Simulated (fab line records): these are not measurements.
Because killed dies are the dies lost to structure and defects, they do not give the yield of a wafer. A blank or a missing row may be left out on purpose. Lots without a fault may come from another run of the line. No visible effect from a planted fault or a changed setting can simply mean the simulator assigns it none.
Matching of chambers | flow n5-finfet | 3 sister chambers for N5_BEOL_M8_DEP_56 on pecvd-01
The step deposits SiCN from 3MS/NH3, target thk 10 nm, time 17.5 s. 6 wafers are shown with their chamber, then 10 later ones without.

== WAFERS PAIRED WITH THEIR CHAMBERS ==
wafer  | chamber | showerhead-plenum-p-Torr (Torr) | throttle-valve-pct (%)
L089.3 | 1       | 3.685                           | 9.2
L089.4 | 2       | 3.644                           | 8.8
L086.4 | 2       | 3.631                           | 8.5
L086.5 | 0       | 3.637                           | 9.1
L090.1 | 0       | 3.626                           | 9.3
L090.2 | 1       | 3.689                           | 9.4

== WAFERS WHOSE CHAMBER IS MISSING ==
wafer  | showerhead-plenum-p-Torr (Torr) | throttle-valve-pct (%)
L090.6 | 3.627                           | 9.4
L093.1 | 3.636                           | 8.6
L093.2 | 3.637                           | 9.3
L093.6 | 3.633                           | 9.5
L095.2 | 3.638                           | 9.5
L095.3 | 3.641                           | 8.5
L095.5 | 3.629                           | 8.5
L096.2 | 3.680                           | 9.8
L096.5 | 3.701                           | 9.3
L096.6 | 3.633                           | 9.2

== THE CHAMBER EACH PASSED THROUGH ==
wafer  | from the rows above | in truth
L090.6 | 0                   | 0
L093.1 | 2                   | 2
L093.2 | 0                   | 0
L093.6 | 0                   | 0
L095.2 | 0                   | 0
L095.3 | 2                   | 2
L095.5 | 2                   | 2
L096.2 | 1                   | 1
L096.5 | 1                   | 1
L096.6 | 0                   | 0
10 of 10 placed correctly. Can't be placed from these rows: 0. Placed wrongly: 0.
How it was worked out, from the rows above alone: a wafer's distance from a chamber is the root of the sum, over the readings, of the square of ((its reading less the chamber's mean) divided by the reading's scatter). The wafer belongs to the nearest chamber; if the next one is less than 2 further off, it can't be placed. A chamber's mean is the mean of its shown wafers. The scatter: the root of (the sum of the squares of (reading less its chamber's mean) over the shown wafers, divided by (wafers less chambers)).
